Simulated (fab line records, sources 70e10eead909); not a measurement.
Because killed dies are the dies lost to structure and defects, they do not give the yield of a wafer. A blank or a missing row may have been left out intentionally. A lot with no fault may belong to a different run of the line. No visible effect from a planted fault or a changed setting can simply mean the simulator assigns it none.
Struck lot and sound lot, side by side || flow nandHarc || 38 out of 1159 route steps
Sound: wafers L708.1, L708.4, L708.6. Struck: wafer L725.1 (L725.3, L725.4, from the same lot, were not struck and are left out); the cause is given at the end.
Each step with rows lists, per side, the tool, then ch with its chambers, then its first start. Under that, the readings that differ: sound wafers || struck wafers || difference of the means || sigmas: that difference in standard deviations of wafers without a fault.
alike: readings whose means differ by less than 2 such deviations, and words and numbers that are the same on both sides. not compared: withheld readings, readings that some wafer has no value for, bounds like >300 that may hide the same value, and numbers for which the record gives no deviation and whose values overlap.
Wherever a step has rows on one side only, a row that says differs or no value, or a row with sigmas, the two part there. Numbers that don't overlap but have no deviation are shown without sigmas and don't part them. A reading that every wafer of one side lacks parts them only if that side has two wafers or more.

first, 3 steps without rows for these wafers: NHARC_A_STAIRCASE_HARDBAKE_442 (time 140 s); NHARC_A_STAIRCASE_DESCUM_443 (chemistry O2, time 3 s); NHARC_A_STAIRCASE_ETCH_444 (etches the open film in C4F8/O2, target depth 10200 nm, time 3400 s).
NHARC_A_STAIRCASE_STRIP_446: strips in O2.
  sound on plasmaAsher-02 ch 0,1, day 14 05:14; struck on plasmaAsher-01 ch 0, day 18 06:58
  alike: drypumpMotorCurrentA, heaterPowerW
  not compared: rfHoursCounterH, rfReflPowerW
then, 3 steps without rows for these wafers: NHARC_A_STAIRCASE_STRIP_447 (strips in SPM, time 900 s); NHARC_A_STAIRCASE_PRECLEAN_448 (cleans in SC1); NHARC_A_STAIRCASE_SRD_449.
NHARC_A_STAIRCASE_CMP_450: polishes SiO2, target thk 200 nm.
  sound on cmp-04 ch 0,1, day 14 05:59; struck on cmp-02 ch 1, day 18 07:47
  alike: motorCurrentA, slurryFlowMlMin
then, 2 steps without rows for these wafers: NHARC_A_STAIRCASE_CMP_152 (polishes); NHARC_A_STAIRCASE_SRD_154.
NHARC_A_STAIRCASE_ETCH_403: etches SiO2 in dHF, target depth 108.2 nm.
  sound on wetBench-04 ch 2,4,5, day 14 06:22; struck on wetBench-04 ch 2,3,4, day 18 08:11
then, 3 steps without rows for these wafers: NHARC_A_STAIRCASE_ETCHBACK_422 (etches the open film in CH3F/O2, target depth 40 nm, time 74.286 s); NHARC_A_STAIRCASE_ETCH_423 (etches SiO2 in dHF, target depth 30 nm); NHARC_A_STAIRCASE_ETCHBACK_157 (etches the open film in CH3F/O2, target depth 90 nm, time 167.14 s).
NHARC_A_STAIRCASE_STRIP_475: strips in O2, time 20 s.
  sound on rieDiel-05 ch 2,3; struck on rieDiel-02 ch 0
{"reading": "drypumpMotorCurrentA (A)", "sound": "6.2 6.6 6.6", "struck": 5.7, "difference": -0.8, "sigmas": -2}
  alike: oesProductAu, rfVppV, showerheadPlenumPTorr, throttleValvePct
  not compared: rfHoursCounterH
NHARC_A_STAIRCASE_DEP_471: deposits SiO2, target thk 100 nm.
  sound on pecvd-02 ch 1,2, day 14 07:11; struck on pecvd-02 ch 2, day 18 09:02
  alike: heaterPowerW, throttleValvePct
then, 13 steps without rows for these wafers: NHARC_A_STAIRCASE_CMP_472 (polishes SiO2); NHARC_A_STAIRCASE_SRD_474; NHARC_A_SGD_CUT_DEP_00 (deposits SiNx, target thk 50 nm); NHARC_A_SGD_CUT_DEHYDRATE_01 (time 120 s); NHARC_A_SGD_CUT_HMDS_02 (time 30 s); NHARC_A_SGD_CUT_COAT_56 (time 75 s); NHARC_A_SGD_CUT_COAT_57 (time 65 s); NHARC_A_SGD_CUT_COAT_03 (resist thk 90 nm); NHARC_A_SGD_CUT_SOFTBAKE_04 (time 55 s); NHARC_A_SGD_CUT_EBR_05; NHARC_A_SGD_CUT_EXPOSE_06 (exposes mask SGD); NHARC_A_SGD_CUT_PEB_07 (peb time 65 s); NHARC_A_SGD_CUT_DEVELOP_08 (develop time 35 s).
NHARC_A_SGD_CUT_CD_MEAS_09: target cd 100 nm.
  sound on cdSem-03 ch 0, day 14 08:46; struck on cdSem-03 ch 0, day 18 10:19
  alike: cdNm
NHARC_A_SGD_CUT_OVL_MEAS_10:
  sound: overlay-02 at day 14 08:51; struck: overlay-02 at day 18 10:24
  alike: overlayXNm, overlayYNm
then, 1 step without rows for these wafers: NHARC_A_SGD_CUT_DESCUM_14 (chemistry O2, time 3 s).
NHARC_A_SGD_CUT_ETCH_58: etches the open film in CF4, target depth 39 nm, time 65 s.
  sound on rieDiel-06 ch 0,1,2, day 14 09:10; struck on rieDiel-11 ch 2, day 18 10:35
  alike: drypumpMotorCurrentA, oesProductAu, rfVppV, showerheadPlenumPTorr, throttleValvePct
  not compared: rfHoursCounterH
then, 4 steps without rows for these wafers: NHARC_A_SGD_CUT_ETCH_59 (etches the open film in N2/H2, target depth 260 nm, time 406.25 s); NHARC_A_SGD_CUT_ETCH_15 (etches the open film in CH3F/O2, target depth 75 nm, time 64.3 s); NHARC_A_SGD_CUT_ETCH_16 (etches the open film in C4F8/O2/Ar, target depth 310.5 nm, time 155.2 s); NHARC_A_SGD_CUT_STRIP_60 (strips in C4F8/O2/Ar).
-- jump in the record: it breaks off in module A_SGD_CUT and resumes in module END (first step shown: number 1159 of the route), and 5 days separate the struck wafers' starts before and after --
NHARC_END_SORT_01:
  the record has rows for the struck wafers here (prober-01 ch 0, day 23 16:32) and none for the sound ones

## WHERE THEY PART
Earliest at NHARC_A_STAIRCASE_STRIP_475; latest, in this record, at NHARC_END_SORT_01.

WHY: what the simulator had put in
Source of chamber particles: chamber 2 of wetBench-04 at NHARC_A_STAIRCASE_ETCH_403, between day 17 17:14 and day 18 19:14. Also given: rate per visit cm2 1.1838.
